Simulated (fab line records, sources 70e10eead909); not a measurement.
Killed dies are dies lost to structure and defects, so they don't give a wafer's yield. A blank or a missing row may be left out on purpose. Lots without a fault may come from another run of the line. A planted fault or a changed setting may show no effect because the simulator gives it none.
fab line records | flow nand_harc
record lots=13 wafers=39 last_day=33
route steps=1302 shown A_CHANNEL_FILL_D1@494 A_DECK1_JOINT@528 A_ONON_D2@553 END@1302
lots that met no fault: from a run of the same line without faults
start_h: hours from the record's first day to the start of the lot's first wafer shown | wait_h: hours since the lot's step before | " the same as in the row above | L1.1+2: a row that stands for several wafers | - no value, or no start given | * or withheld: withheld | < > ~ a bound
route shown NAME@n: a module of which the file shows steps, and the number in the route of the first | usual: mean/standard deviation of fault-free wafers | same: alike in all rows | chamber/n: place in a boat | sites: the reading at each site | _std_site: their standard deviation | _edge_site: outer sites' mean less inner sites' | radius_mm: how far each site lies from the wafer's centre | mask NAME#n: copy n | behind: the tool/chamber that last shaped the wafer | hold: why the lot was held/for how many hours/how that ended | device: the transistor (n, p or np) that didn't switch | end of line: the same wafers' tests at the end of the route | a step without rows: its recipe alone | killed: dies lost to structure and defects at the first sort, not the wafer's yield | map: a wafer's dies, x killed, . not, _ none there
set.NAME: the setting as run; set.NAME@STEP: as run at that earlier step | model.NAME: the simulator's own value behind a step, which no gauge read
steps of the route over a sample of lots; a table a step, a row a wafer
services: from which hour (start_h, from the record's first day; less than 0 if before it) a tool's chamber was out of use, for how many hours, and why
## steps
# step NHARC_A_CHANNEL_FILL_D1_ALD_14
# recipe target_thk_a=25 pulse_time_s=10 ald_cycles=25 temp_c=300 material=SiO2
# usual heater_power_w=478/47 precursor_pulse_height_rel=1.002/0.019
# columns lot.wafer tool chamber start_h wait_h heater_power_w precursor_pulse_height_rel
L399.2 ald_hk-03 0 197.58 0.0 444 1.005
L399.4 " 1 " " 545 0.997
L399.5 " 1 " " 559 0.980
L398.1 ald_hk-01 1 197.59 0.0 447 0.991
L398.2 " 0 " " 536 1.016
L398.5 " 1 " " 449 0.974
L400.4 ald_hk-03 3 211.91 0.1 411 1.011
L400.3 " 0 " " 442 1.037
L400.5 " 3 " " 405 0.986
L407.4 ald_hk-02 0 276.36 0.1 490 1.011
L407.2 " 1 " " 469 1.034
L407.6 " 0 " " 487 0.994
L409.4 ald_hk-03 3 297.12 0.1 402 0.972
L409.5 " 2 " " 457 0.976
L409.6 " 3 " " 388 0.968
L410.3 ald_hk-02 0 310.58 0.0 489 0.992
L410.4 " 3 " " 486 0.984
L410.6 " 0 " " 506 1.008
L414.3 ald_hk-03 0 357.36 0.0 435 0.983
L414.4 " 2 " " 465 1.000
L414.5 " 0 " " 439 1.014
L415.3 ald_hk-02 1 366.29 0.0 485 1.019
L415.2 " 0 " " 500 0.973
L415.6 " 1 " " 473 0.992
L417.4 ald_hk-03 2 382.48 0.1 469 1.027
L417.3 " 3 " " 393 1.018
L417.5 " 1 " " 564 0.973
L418.2 ald_hk-01 0 398.99 3.4 507 1.021
L418.1 " 1 " " 452 0.979
L418.5 " 0 " " 497 1.001
L419.3 ald_hk-03 2 406.23 0.0 468 1.034
L419.2 " 0 " " 455 1.002
L419.5 " 2 " " 457 1.002
L421.4 ald_hk-01 0 430.43 0.1 525 1.006
L421.3 " 1 " " 449 1.008
L421.6 " 3 " " 550 0.976
L420.3 ald_hk-01 2 430.69 0.4 461 1.019
L420.5 " 3 " " 536 0.979
L420.6 " 0 " " 516 1.017
# step NHARC_A_CHANNEL_FILL_D1_CMP_10
# recipe target_thk_nm=150
# usual edge_zone_pressure_frac=1.000/0.0047 motor_current_A=11.8/1.5 time_to_endpoint_s=16.4/2.1
# columns lot.wafer tool chamber start_h wait_h edge_zone_pressure_frac motor_current_A time_to_endpoint_s
L399.2 cmp-01 2 238.25 0.4 0.993 12.7 14.8
L399.4 " 1 " " 1.000 11.8 16.8
L399.5 " 3 " " 0.998 12.2 15.0
L398.1 cmp-04 0 238.32 0.4 1.002 11.0 21.5
L398.2 " 1 " " 1.002 10.9 18.4
L398.5 " 3 " " 0.996 13.0 18.5
L400.3 cmp-02 3 254.94 0.4 1.010 13.7 15.8
L400.4 " 2 " " 1.002 13.3 14.3
L400.5 " 3 " " 1.006 14.0 17.6
L407.2 cmp-02 3 317.23 0.4 1.003 13.7 15.9
L407.4 " 0 " " 0.991 11.1 15.6
L407.6 " 3 " " 1.003 13.3 17.7
L409.4 cmp-01 1 338.69 0.4 1.004 11.7 16.3
L409.5 " 2 " " 1.000 12.5 13.8
L409.6 " 3 " " 0.999 11.8 15.6
L410.4 cmp-02 0 351.54 0.4 1.002 11.0 17.0
L410.3 " 1 " " 1.011 10.5 15.2
L410.6 " 3 " " 0.993 13.9 18.0
L414.4 cmp-02 1 397.92 0.4 1.001 10.1 16.8
L414.3 " 2 " " 0.995 13.7 14.9
L414.5 " 1 " " 0.999 10.2 17.3
L415.2 cmp-01 3 407.44 0.4 1.007 12.2 12.7
L415.3 " 0 " " 1.001 10.2 21.4
L415.6 " 2 " " 1.003 12.5 14.6
L417.3 cmp-02 2 426.55 0.4 1.002 14.2 16.2
L417.4 " 3 " " 0.989 13.3 16.5
L417.5 " 2 " " 1.006 13.8 12.5
L418.2 cmp-02 2 439.61 0.4 0.995 13.7 13.3
L418.1 " 3 " " 1.003 13.9 17.2
L418.5 " 0 " " 0.994 10.7 17.7
L419.2 cmp-04 0 446.72 0.4 1.003 10.3 17.6
L419.3 " 1 " " 0.999 11.0 17.2
L419.5 " 1 " " 0.998 11.1 17.8
L421.4 cmp-04 3 471.78 0.4 1.002 13.2 14.9
L421.3 " 0 " " 1.008 10.5 14.2
L421.6 " 2 " " 1.004 9.5 18.3
L420.3 cmp-02 2 471.83 0.4 0.995 14.6 16.1
L420.6 " 3 " " 0.996 14.1 19.4
L420.5 " 0 " " 0.992 10.6 18.7
# step NHARC_A_DECK1_JOINT_THK_MEAS_14
# recipe thk_meas_gauge=ellipsometry
# usual thk_nm=51.6/1.6
# columns lot.wafer tool chamber start_h wait_h thk_nm
L398.1 film_metro-02 - 249.30 0.2 50.8
L398.2 " - " " 50.5
L398.5 " - " " 53.2
L399.2 film_metro-01 - 249.30 0.2 51.7
L399.4 " - " " 52.9
L399.5 " - " " 49.4
L400.3 film_metro-02 - 265.93 0.2 53.5
L400.4 " - " " 56.2
L400.5 " - " " 52.1
L407.2 film_metro-02 - 328.06 0.2 51.9
L407.4 " - " " 51.4
L407.6 " - " " 51.6
L409.4 film_metro-02 - 349.64 0.2 54.5
L409.5 " - " " 52.8
L409.6 " - " " 55.3
L410.3 film_metro-02 - 362.72 0.2 47.7
L410.4 " - " " 48.9
L410.6 " - " " 50.7
L414.3 film_metro-01 - 408.92 0.2 52.7
L414.4 " - " " 50.7
L414.5 " - " " 52.6
L415.2 film_metro-01 - 418.43 0.2 50.3
L415.3 " - " " 53.3
L415.6 " - " " 51.8
L417.3 film_metro-01 - 437.57 0.2 51.6
L417.4 " - " " 52.4
L417.5 " - " " 49.4
L418.1 film_metro-02 - 450.59 0.2 51.6
L418.2 " - " " 51.6
L418.5 " - " " 52.0
L419.2 film_metro-01 - 457.74 0.2 51.2
L419.3 " - " " 50.9
L419.5 " - " " 52.6
L421.3 film_metro-01 - 483.56 0.2 51.4
L421.4 " - " " 52.0
L421.6 " - " " 51.5
L420.3 film_metro-02 - 483.63 0.2 50.4
L420.5 " - " " 50.0
L420.6 " - " " 47.8
# step NHARC_A_ONON_D2_DEP_12
# recipe target_thk_a=10000 n2_flow_sccm=2750 n2o_flow_sccm=2000 nh3_flow_sccm=500 sih4_flow_sccm=210 temp_c=400
# usual n2o_flow_sccm=2000/5.5
# columns lot.wafer tool chamber start_h wait_h n2o_flow_sccm
L399.2 pecvd_onon-04 0 274.13 0.1 2001
L399.4 " 0 " " 1999
L399.5 " 0 " " 2010
L398.1 pecvd_onon-02 0 274.29 0.1 1990
L398.2 " 0 " " 1999
L398.5 " 0 " " 1999
L400.3 pecvd_onon-03 0 291.86 0.2 2000
L400.4 " 0 " " 1993
L400.5 " 0 " " 1993
L407.2 pecvd_onon-04 0 353.16 0.1 2004
L407.4 " 0 " " 2002
L407.6 " 0 " " 1998
L409.4 pecvd_onon-04 0 375.41 0.2 2010
L409.5 " 0 " " 2006
L409.6 " 0 " " 2004
L410.3 pecvd_onon-02 0 389.62 0.2 1991
L410.4 " 0 " " 1998
L410.6 " 0 " " 1992
L414.3 pecvd_onon-02 0 436.73 0.2 2011
L414.4 " 0 " " 2002
L414.5 " 0 " " 2008
L415.2 pecvd_onon-04 0 444.74 0.1 2003
L415.3 " 0 " " 1994
L415.6 " 0 " " 1998
L417.3 pecvd_onon-04 0 466.27 0.2 2001
L417.4 " 0 " " 2008
L417.5 " 0 " " 1999
L418.1 pecvd_onon-04 0 479.34 0.1 2002
L418.2 " 0 " " 1995
L418.5 " 0 " " 1999
L419.2 pecvd_onon-04 0 489.38 0.1 2001
L419.3 " 0 " " 2001
L419.5 " 0 " " 2007
L420.3 pecvd_onon-04 0 513.39 0.2 2001
L420.5 " 0 " " 2003
L420.6 " 0 " " 1998
L421.3 pecvd_onon-03 0 513.41 0.2 1997
L421.4 " 0 " " 1991
L421.6 " 0 " " 2003
# step NHARC_A_ONON_D2_THK_MEAS_14
# recipe thk_meas_gauge=ellipsometry
# usual thk_nm=1000/11
# columns lot.wafer tool chamber start_h wait_h thk_nm
L399.2 film_metro-01 - 274.58 - 994
L399.4 " - " " 995
L399.5 " - " " 996
L398.1 film_metro-01 - 274.81 - 1000
L398.2 " - " " 999
L398.5 " - " " 1000
L400.3 film_metro-01 - 292.26 - 1003
L400.4 " - " " 1005
L400.5 " - " " 1005
L407.2 film_metro-02 - 353.61 - 643
L407.4 " - " " 640
L407.6 " - " " 643
L409.4 film_metro-01 - 375.75 - 668
L409.5 " - " " 667
L409.6 " - " " 666
L410.3 film_metro-02 - 390.04 - 993
L410.4 " - " " 994
L410.6 " - " " 995
L414.3 film_metro-01 - 437.12 - 1000
L414.4 " - " " 998
L414.5 " - " " 1002
L415.2 film_metro-02 - 445.23 - 1006
L415.3 " - " " 1005
L415.6 " - " " 1006
L417.3 film_metro-02 - 466.66 - 997
L417.4 " - " " 995
L417.5 " - " " 996
L418.1 film_metro-01 - 479.85 - 997
L418.2 " - " " 993
L418.5 " - " " 996
L419.2 film_metro-02 - 489.83 - 1012
L419.3 " - " " 1010
L419.5 " - " " 1010
L420.3 film_metro-02 - 513.78 - 983
L420.5 " - " " 986
L420.6 " - " " 985
L421.3 film_metro-02 - 513.81 - 1003
L421.4 " - " " 1002
L421.6 " - " " 1001
# step NHARC_END_SORT_01
# recipe temp_c=25
# usual killed_at_array=57/19 killed_at_other=0.9/1.1 killed_at_periphery=4.0/2.6 killed_dies=62/19 killed_open=3.3/1.8 killed_short=2.4/1.7
# same gross_dies=677
# columns lot.wafer tool chamber start_h wait_h killed_at_array killed_at_other killed_at_periphery killed_dies killed_open killed_short
L407.2 prober-02 0 636.03 2.8 669 3 5 677 0 5
L407.4 prober-02 0 637.64 3.4 672 2 3 677 4 3
L407.6 prober-02 0 639.25 4.0 672 2 3 677 4 6
L409.4 prober-01 0 661.23 3.4 672 2 3 677 3 6
L409.5 prober-01 0 662.03 3.7 677 0 0 677 1 2
L409.6 prober-01 0 662.83 4.0 672 0 5 677 4 2
# killed by level:class
L407.2 A_ONON_D2:area_dep=600 A_CHANNEL_HOLE_D1:chamber_film_flake=33 A_SLIT:chamber_film_flake=14 A_CHANNEL_HOLE_D2:chamber_film_flake=11 A_ZERO_WELL:chamber_film_flake=3 THIN_TSV:chamber_film_flake=3 A_CHANNEL_FILL_D2:geometric_particle:short=2 P_ZERO_WELL:chamber_film_flake=2
L407.4 A_ONON_D2:area_dep=579 A_CHANNEL_HOLE_D1:chamber_film_flake=36 A_SLIT:chamber_film_flake=25 A_CHANNEL_HOLE_D2:chamber_film_flake=7 A_CONTACT:chamber_film_flake=6 A_STAIRCASE:chamber_film_flake=4 A_CHANNEL_FILL_D1:chamber_film_flake=3 A_CHANNEL_FILL_D2:geometric_particle:short=2
L407.6 A_ONON_D2:area_dep=603 A_CHANNEL_HOLE_D1:chamber_film_flake=33 A_SLIT:chamber_film_flake=18 A_CHANNEL_HOLE_D2:chamber_film_flake=7 A_ZERO_WELL:chamber_film_flake=2 A_CONTACT:chamber_film_flake=2 P_GATE:geometric_particle:short=1 P_M0:geometric_particle:short=1
L409.4 A_ONON_D2:area_dep=631 A_CHANNEL_HOLE_D2:chamber_film_flake=17 A_CONTACT:chamber_film_flake=6 A_CHANNEL_HOLE_D1:chamber_film_flake=5 A_ONON_D1:geometric_particle:short=4 A_STAIRCASE:chamber_film_flake=4 P_ZERO_WELL:chamber_film_flake=3 A_ONON_D1:geometric_particle:open=1
L409.5 A_ONON_D2:area_dep=646 A_CHANNEL_HOLE_D2:chamber_film_flake=16 A_STAIRCASE:chamber_film_flake=10 A_CONTACT:chamber_film_flake=2 A_ONON_D1:geometric_particle:open=1 A_CHANNEL_FILL_D1:geometric_particle:short=1 A_WL_FILL:geometric_particle:short=1
L409.6 A_ONON_D2:area_dep=628 A_CHANNEL_HOLE_D2:chamber_film_flake=15 A_STAIRCASE:chamber_film_flake=8 A_CHANNEL_HOLE_D1:chamber_film_flake=5 A_CONTACT:chamber_film_flake=5 P_ZERO_WELL:chamber_film_flake=2 A_CHANNEL_FILL_D2:chamber_film_flake=2 A_SLIT:chamber_film_flake=2
## services
# columns tool chamber start_h hours kind
cmp-01 - 183.92 0.7 repair
pecvd_onon-02 - 185.00 13.0 pm
cmp-01 - 185.67 4.0 pm
cmp-04 - 209.26 4.0 pm
ald_hk-03 - 216.66 10.0 pm
cmp-04 - 223.66 1.7 repair
cmp-02 - 234.09 4.0 pm
cmp-02 - 241.42 3.4 repair
cmp-01 - 245.15 0.9 repair
cmp-02 - 246.34 2.4 repair
cmp-04 - 257.12 0.9 repair
cmp-01 - 283.67 4.0 pm
ald_hk-01 - 301.55 10.0 pm
cmp-04 - 307.26 4.0 pm
pecvd_onon-04 - 311.62 13.0 pm
cmp-02 - 332.09 4.0 pm
cmp-04 - 334.97 1.6 repair
ald_hk-02 - 348.72 10.0 pm
cmp-02 - 364.58 5.2 repair
pecvd_onon-02 - 366.00 13.0 pm
ald_hk-03 - 394.66 10.0 pm
cmp-02 - 430.09 4.0 pm
ald_hk-01 - 479.55 10.0 pm
pecvd_onon-04 - 492.62 13.0 pm
## key
first_sign step=NHARC_A_ONON_D2_THK_MEAS_14 reading=thk_nm direction=down sigmas=33 usual=1000 struck=655
effect step=NHARC_END_SORT_01 reading=killed_dies direction=up sigmas=33 usual=62 struck=677
more_kills_born_at NHARC_A_ONON_D2_DEP_12@pecvd_onon-04=3687
met_at NHARC_A_ONON_D2_DEP_12
struck_lots L407,L409
struck_wafers L407.2,L407.4,L407.6,L409.4,L409.5,L409.6
later_rows_left_out L407.2,L407.4,L407.6,L409.4,L409.5,L409.6
tester_left_out L407,L409
not_acting_at NHARC_A_CHANNEL_FILL_D1_ALD_14,NHARC_A_CHANNEL_FILL_D1_CMP_10,NHARC_A_DECK1_JOINT_THK_MEAS_14
onset_between 274.13 353.16
fault kind=process_parameter_drift tool=pecvd_onon-04 chamber=0 onset_h=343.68 steps=NHARC_A_ONON_D2_DEP_12 channel=target_thk_a offset=* shape=step end_h=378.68 acts_in=* stated=*
# tester_left_out: of these lots the tester's yield and bins aren't shown, on N5 and GAA mostly nor the transistor test; their killed dies are dies lost to structure and defects alone, not to doping, threshold or leakage, so they don't give the yield
# later_rows_left_out: the simulator's readings of these wafers behind a module that went badly wrong aren't trusted and aren't shown, but for the sort
